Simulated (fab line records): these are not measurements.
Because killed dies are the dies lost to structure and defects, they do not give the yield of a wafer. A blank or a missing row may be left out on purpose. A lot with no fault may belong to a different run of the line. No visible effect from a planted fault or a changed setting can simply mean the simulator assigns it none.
Problem report in the 8D (eight disciplines) form, filled by code -- flow n5_finfet -- the parts of the form that need people (team, actions taken, sign-off) are left out

## 1. WHAT WENT WRONG
Mean of run_length_s at N5_PASSIVATION_PASS_ETCH_47: 248.8 s across 3 wafers in 3 lots; on wafers with no fault it is 408.4 s (standard deviation 0.38). So: -99 or more standard deviations from the usual mean.
The step: etches SiNx in CF4/O2, target depth 770 nm, time 385 s.
Earliest sighting: wafer L365.1 on rie_diel-06 at day 16 09:46. The record has a number at this step for 25 wafers belonging to 9 lots. By rule, "out" or "out of limits" means more than 4 standard deviations away from the usual mean. The rest of the wafers with a number are treated as sound.

## 2. WHAT IT IS AND WHAT IT IS NOT
question,is,is not
which readings at this step,run_length_s,"drypump_motor_current_A, oes_product_au, rf_vpp_V, showerhead_plenum_p_Torr, throttle_valve_pct"
which lots,"L365, L368, L372","L360, L361, L373, L374, L375, L377"
which wafers of those lots,"L365.1, L368.1, L372.1","L365.4, L368.3, L368.6, L372.4"
read on which tools,rie_diel-06,"rie_diel-02, rie_diel-03"
when,from day 16 09:46,"up to then (7 sound wafers); but 15 sound wafers of L368, L372, L373, L374, L375, L377 came after"

## 3. SUSPECTS, AND WHAT RULES EACH OUT
Counting: any tool at a process step up to the reading remains a suspect provided it ran every lot that is out. Sound lots after the first of them don't rule it out here, since some wafers of a struck lot are sound.
- rie_diel-06 at N5_PASSIVATION_DESCUM_46 (chemistry O2, time 7.9 s): kept. Ran every lot that is out, first one L365 (day 16 09:44); last sound lot up to then L360 (day 15 14:31).
- rie_diel-06 at N5_PASSIVATION_PASS_ETCH_47 (etches SiNx in CF4/O2, target depth 770 nm, time 385 s): kept. Ran every lot that is out, first one L365 (day 16 09:46); last sound lot up to then L360 (day 15 14:33). On those wafers its own readings are out: run_length_s.
Remaining after the count are rie_diel-06 at N5_PASSIVATION_DESCUM_46 and rie_diel-06 at N5_PASSIVATION_PASS_ETCH_47.

## 4. THE CAUSE (what the simulator had put in)
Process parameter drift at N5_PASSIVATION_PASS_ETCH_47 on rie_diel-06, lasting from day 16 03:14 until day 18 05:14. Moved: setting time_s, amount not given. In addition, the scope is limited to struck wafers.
Counting leaves 2 suspects; this tool is one of them.

## 5. THE CHAIN OF EFFECTS, in route order
One row per reading whose mean, taken over the struck wafers that have a number, lies over 3 standard deviations from the usual. Readings are gone through only where the record gives a usual standard deviation; hours: the median, over the lots, of the time from a lot's start at the first step in this table giving one to that lot's start at this step; sigmas: the change measured in usual standard deviations.
hours,step,reading,usual,on struck wafers,change,sigmas
0,N5_PASSIVATION_PASS_ETCH_47,run_length_s,408.4 s,248.8,-159.6,-99 or more
3,N5_PASSIVATION_PROBE_49,defect_limited_yield,91.4 %,0.0,-91.4,-76
3,N5_PASSIVATION_PROBE_49,killed_at_other,3.5,1093.0,+1089.5,+99 or more
3,N5_PASSIVATION_PROBE_49,killed_dies,102,1180,+1078,+72
3,N5_PASSIVATION_PROBE_49,killed_on_rim,13,152,+139,+39
3,N5_PASSIVATION_PROBE_49,sort_bin_5_function,5.1 %,96.7,+91.6,+99 or more
3,N5_PASSIVATION_PROBE_49,sort_n_pass,1078,0,-1078,-72
3,N5_PASSIVATION_PROBE_49,sort_yield_pct,91.4 %,0.0,-91.4,-76
Process steps it contains:
- N5_PASSIVATION_PASS_ETCH_47: etches SiNx in CF4/O2, target depth 770 nm, time 385 s.
- N5_PASSIVATION_PROBE_49

## 6. HOW IT WOULD HAVE BEEN CAUGHT EARLIER
First out-of-limits reading in this record: day 16 09:46, which is 7 hours after fault onset at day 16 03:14.
